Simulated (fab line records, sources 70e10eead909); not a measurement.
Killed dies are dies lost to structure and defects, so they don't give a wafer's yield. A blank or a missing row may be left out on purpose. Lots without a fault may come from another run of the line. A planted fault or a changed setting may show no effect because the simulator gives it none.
Chamber matching | flow nand_harc | NHARC_A_CHANNEL_FILL_D1_ALD_16 on ald_hk-03: 4 sister chambers
The step deposits SiO2, target thk 1.5 nm, pulse time 10 s, ald cycles 15. 7 wafers are shown with their chamber, then 7 later ones without.

WAFERS WITH THEIR CHAMBER
wafer  | chamber | heater_power_w (W) | precursor_pulse_height_rel
L076.6 | 2       | 432                | 0.996
L080.2 | 3       | 471                | 0.995
L080.4 | 2       | 457                | 1.007
L088.1 | 0       | 438                | 1.006
L088.6 | 1       | 436                | 0.985
L091.1 | 0       | 441                | 1.044
L091.3 | 1       | 425                | 1.003

WAFERS WITHOUT THEIR CHAMBER
wafer  | heater_power_w (W) | precursor_pulse_height_rel
L091.6 | 437                | 0.971
L092.1 | 471                | 1.004
L092.2 | 440                | 0.982
L092.3 | 468                | 0.995
L092.4 | 441                | 1.015
L092.5 | 472                | 1.020
L092.6 | 436                | 1.032

WHICH CHAMBER EACH WENT THROUGH
wafer  | from the rows above               | in truth
L091.6 | can't be placed: 1 or 2 or 0 or 3 | 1
L092.1 | can't be placed: 3 or 2           | 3
L092.2 | can't be placed: 1 or 2 or 0 or 3 | 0
L092.3 | can't be placed: 3 or 2           | 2
L092.4 | can't be placed: 0 or 2 or 1      | 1
L092.5 | can't be placed: 3 or 2 or 0      | 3
L092.6 | can't be placed: 0 or 2 or 1      | 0
Placed correctly: 0 of 7. Can't be placed from these rows: 7 (the true chamber is among the candidates in 7). Placed wrongly: 0.
How it was worked out, from the rows above alone: a wafer's distance from a chamber is the root of the sum, over the readings, of the square of ((its reading less the chamber's mean) divided by the reading's scatter). The wafer belongs to the nearest chamber; if the next one is less than 2 further off, it can't be placed. A chamber's mean is the mean of its shown wafers. The scatter: the root of (the sum of the squares of (reading less its chamber's mean) over the shown wafers, divided by (wafers less chambers)).
